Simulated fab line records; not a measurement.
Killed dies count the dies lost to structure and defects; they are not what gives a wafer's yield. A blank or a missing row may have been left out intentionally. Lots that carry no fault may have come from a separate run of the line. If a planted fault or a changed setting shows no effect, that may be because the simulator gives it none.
Split-lot study :: flow n5-finfet :: 21 wafers read across 7 lots, on a route 1938 steps long

== THE SPLIT ITSELF ==
At N5_FIN_CUT_COAT_19 (time 60 s, resist thk 20 nm), the setting spin-rpm was moved away from the recipe's 1500 rpm on 9 of the 21 wafers read, by -9.3% to +7.6%. The other wafers ran this setting at the recipe's value.

== FROM THE SPLIT TO THE READING: what the file shows between them, 5 steps ==
- N5_FIN_CUT_COAT_29: time 60 s, resist thk 10 nm
- N5_FIN_CUT_COAT_02: resist thk 30 nm
- N5_FIN_CUT_DESCUM_13: chemistry O2, time 7 s
- N5_FIN_CUT_ETCH_30: etches underlayer in N2/H2, target depth 13 nm, time 10.4 s
- N5_FIN_CUT_ETCH_20: etches SiARC in CF4, target depth 26 nm, time 43.3 s

== THE READING ==
SiARC_of_FIN_CUT_COAT_19.thk-nm (the simulator's own value, which no gauge read), in nm, at N5_FIN_CUT_ETCH_21 (etches SOC in N2/H2, target depth 219 nm, overetch 43.8 nm, time 523.5 s). No usual value for it is given in the file. Average 11.9 nm, standard deviation 0.19 nm, over the 12 wafers here run with the recipe.

wafer: L074.1
tool, chamber at the split: litho-track-01, 0
spin-rpm as run, rpm: 1614
against the recipe: +7.6%
SiARC_of_FIN_CUT_COAT_19.thk-nm, nm: 11
against lot-mates on the recipe: no lot-mate on the recipe

wafer: L074.3
tool, chamber at the split: litho-track-01, 0
spin-rpm as run, rpm: 1614
against the recipe: +7.6%
SiARC_of_FIN_CUT_COAT_19.thk-nm, nm: 11.2
against lot-mates on the recipe: no lot-mate on the recipe

wafer: L074.4
tool, chamber at the split: litho-track-01, 0
spin-rpm as run, rpm: 1614
against the recipe: +7.6%
SiARC_of_FIN_CUT_COAT_19.thk-nm, nm: 11.2
against lot-mates on the recipe: no lot-mate on the recipe

wafer: L077.2
tool, chamber at the split: litho-track-03, 0
spin-rpm as run, rpm: 1372
against the recipe: -8.5%
SiARC_of_FIN_CUT_COAT_19.thk-nm, nm: 12.6
against lot-mates on the recipe: +0.8

wafer: L077.3
tool, chamber at the split: litho-track-03, 0
spin-rpm as run, rpm: 1372
against the recipe: -8.5%
SiARC_of_FIN_CUT_COAT_19.thk-nm, nm: 12.6
against lot-mates on the recipe: +0.8

wafer: L077.6
tool, chamber at the split: litho-track-03, 0
spin-rpm as run, rpm: 1500
against the recipe: recipe
SiARC_of_FIN_CUT_COAT_19.thk-nm, nm: 11.8
against lot-mates on the recipe: -

wafer: L078.1
tool, chamber at the split: litho-track-03, 0
spin-rpm as run, rpm: 1388
against the recipe: -7.5%
SiARC_of_FIN_CUT_COAT_19.thk-nm, nm: 12.8
against lot-mates on the recipe: +1.0

wafer: L078.2
tool, chamber at the split: litho-track-03, 0
spin-rpm as run, rpm: 1500
against the recipe: recipe
SiARC_of_FIN_CUT_COAT_19.thk-nm, nm: 11.8
against lot-mates on the recipe: -

wafer: L078.6
tool, chamber at the split: litho-track-03, 0
spin-rpm as run, rpm: 1388
against the recipe: -7.5%
SiARC_of_FIN_CUT_COAT_19.thk-nm, nm: 12.6
against lot-mates on the recipe: +0.8

wafer: L080.2
tool, chamber at the split: litho-track-01, 0
spin-rpm as run, rpm: 1360
against the recipe: -9.3%
SiARC_of_FIN_CUT_COAT_19.thk-nm, nm: 12.8
against lot-mates on the recipe: +1.2

wafer: L080.5
tool, chamber at the split: litho-track-01, 0
spin-rpm as run, rpm: 1360
against the recipe: -9.3%
SiARC_of_FIN_CUT_COAT_19.thk-nm, nm: 12.8
against lot-mates on the recipe: +1.2

wafer: L080.3
tool, chamber at the split: litho-track-01, 0
spin-rpm as run, rpm: 1500
against the recipe: recipe
SiARC_of_FIN_CUT_COAT_19.thk-nm, nm: 11.6
against lot-mates on the recipe: -

wafer: L082.2
tool, chamber at the split: litho-track-02, 0
spin-rpm as run, rpm: 1500
against the recipe: recipe
SiARC_of_FIN_CUT_COAT_19.thk-nm, nm: 12
against lot-mates on the recipe: -

wafer: L082.3
tool, chamber at the split: litho-track-02, 0
spin-rpm as run, rpm: 1500
against the recipe: recipe
SiARC_of_FIN_CUT_COAT_19.thk-nm, nm: 12
against lot-mates on the recipe: -

wafer: L082.5
tool, chamber at the split: litho-track-02, 0
spin-rpm as run, rpm: 1500
against the recipe: recipe
SiARC_of_FIN_CUT_COAT_19.thk-nm, nm: 12
against lot-mates on the recipe: -

wafer: L086.1
tool, chamber at the split: litho-track-01, 0
spin-rpm as run, rpm: 1500
against the recipe: recipe
SiARC_of_FIN_CUT_COAT_19.thk-nm, nm: 12
against lot-mates on the recipe: -

wafer: L086.5
tool, chamber at the split: litho-track-01, 0
spin-rpm as run, rpm: 1500
against the recipe: recipe
SiARC_of_FIN_CUT_COAT_19.thk-nm, nm: 12
against lot-mates on the recipe: -

wafer: L086.6
tool, chamber at the split: litho-track-01, 0
spin-rpm as run, rpm: 1500
against the recipe: recipe
SiARC_of_FIN_CUT_COAT_19.thk-nm, nm: 11.6
against lot-mates on the recipe: -

wafer: L095.1
tool, chamber at the split: litho-track-03, 0
spin-rpm as run, rpm: 1500
against the recipe: recipe
SiARC_of_FIN_CUT_COAT_19.thk-nm, nm: 12.2
against lot-mates on the recipe: -

wafer: L095.4
tool, chamber at the split: litho-track-03, 0
spin-rpm as run, rpm: 1500
against the recipe: recipe
SiARC_of_FIN_CUT_COAT_19.thk-nm, nm: 12.2
against lot-mates on the recipe: -

wafer: L095.3
tool, chamber at the split: litho-track-03, 0
spin-rpm as run, rpm: 1500
against the recipe: recipe
SiARC_of_FIN_CUT_COAT_19.thk-nm, nm: 12
against lot-mates on the recipe: -

THE FIT
A straight line over all 21 wafers: SiARC_of_FIN_CUT_COAT_19.thk-nm changes by -0.0957 nm for each +1% of spin-rpm; r = -0.95; the points scatter about the line by 0.17 nm.
The same after taking each lot's own level away (the mean of its wafers on the recipe; 18 wafers): -0.115 nm for each +1%; r = -0.97; scatter 0.13 nm.
On that fit, the largest move of spin-rpm shifts the reading by 1.1 nm.
From 11.60 to 12.13 nm: that is the span of the lots' own levels, equal to 2.8 times the standard deviation above.
So the slope is not independent of the lot-to-lot level: the two fits are not the same.
Check: +1.04 nm against its lot-mates is what the line predicts for one of the wafers moved furthest among these (-9.3%) when that wafer is left out of the fit. It came out at +1.2 nm against them.

== THESE WAFERS: OTHER SPLITS ==
Other splits were also applied to these wafers ahead of the reading. Each is held against what the fit with the lots' levels taken away leaves over:
other split on the same wafers: N5_WELL_APT_COAT_02 spin-rpm
wafers away from the commonest value: 8
r with SiARC_of_FIN_CUT_COAT_19.thk-nm (lot level and that fit taken away): -0.25

other split on the same wafers: N5_WELL_APT_PEB_06 peb-time-s
wafers away from the commonest value: 9
r with SiARC_of_FIN_CUT_COAT_19.thk-nm (lot level and that fit taken away): +0.04

other split on the same wafers: N5_WELL_APT_PEB_23 peb-time-s
wafers away from the commonest value: 7
r with SiARC_of_FIN_CUT_COAT_19.thk-nm (lot level and that fit taken away): +0.25

other split on the same wafers: N5_WELL_APT_DESCUM_30 time-s
wafers away from the commonest value: 5
r with SiARC_of_FIN_CUT_COAT_19.thk-nm (lot level and that fit taken away): +0.39

other split on the same wafers: N5_FIN_SAQP_ETCH_65 time-s
wafers away from the commonest value: 4
r with SiARC_of_FIN_CUT_COAT_19.thk-nm (lot level and that fit taken away): -0.23

other split on the same wafers: N5_FIN_SAQP_COAT_68 spin-rpm
wafers away from the commonest value: 5
r with SiARC_of_FIN_CUT_COAT_19.thk-nm (lot level and that fit taken away): -0.19

== THE WHOLE CHAIN: every reading that the file lists as answering this split, in the file's order ==
step: N5_FIN_CUT_COAT_19
what it does: time 60 s, resist thk 20 nm
reading: SiARC_of_FIN_CUT_COAT_19.thk-nm (the simulator's own value, which no gauge read)
change (the file's fit): -0.103 nm for each +1% of the setting
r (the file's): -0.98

step: N5_FIN_CUT_ETCH_20
what it does: etches SiARC in CF4, target depth 26 nm, time 43.3 s
reading: etch-rf-on-time-s
change (the file's fit): withheld for each +1% of the setting
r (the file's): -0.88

step: N5_FIN_CUT_ETCH_20
what it does: etches SiARC in CF4, target depth 26 nm, time 43.3 s
reading: etch.depth-nm (the simulator's own value, which no gauge read)
change (the file's fit): -0.109 nm for each +1% of the setting
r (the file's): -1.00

step: N5_FIN_CUT_ETCH_21
what it does: etches SOC in N2/H2, target depth 219 nm, overetch 43.8 nm, time 523.5 s
reading: SiARC_of_FIN_CUT_COAT_19.thk-nm (the simulator's own value, which no gauge read)
change (the file's fit): -0.115 nm for each +1% of the setting
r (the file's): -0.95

== THE FILE'S OWN FIT ==
SiARC_of_FIN_CUT_COAT_19.thk-nm changes by -0.115 nm for each +1% of spin-rpm, r = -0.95.
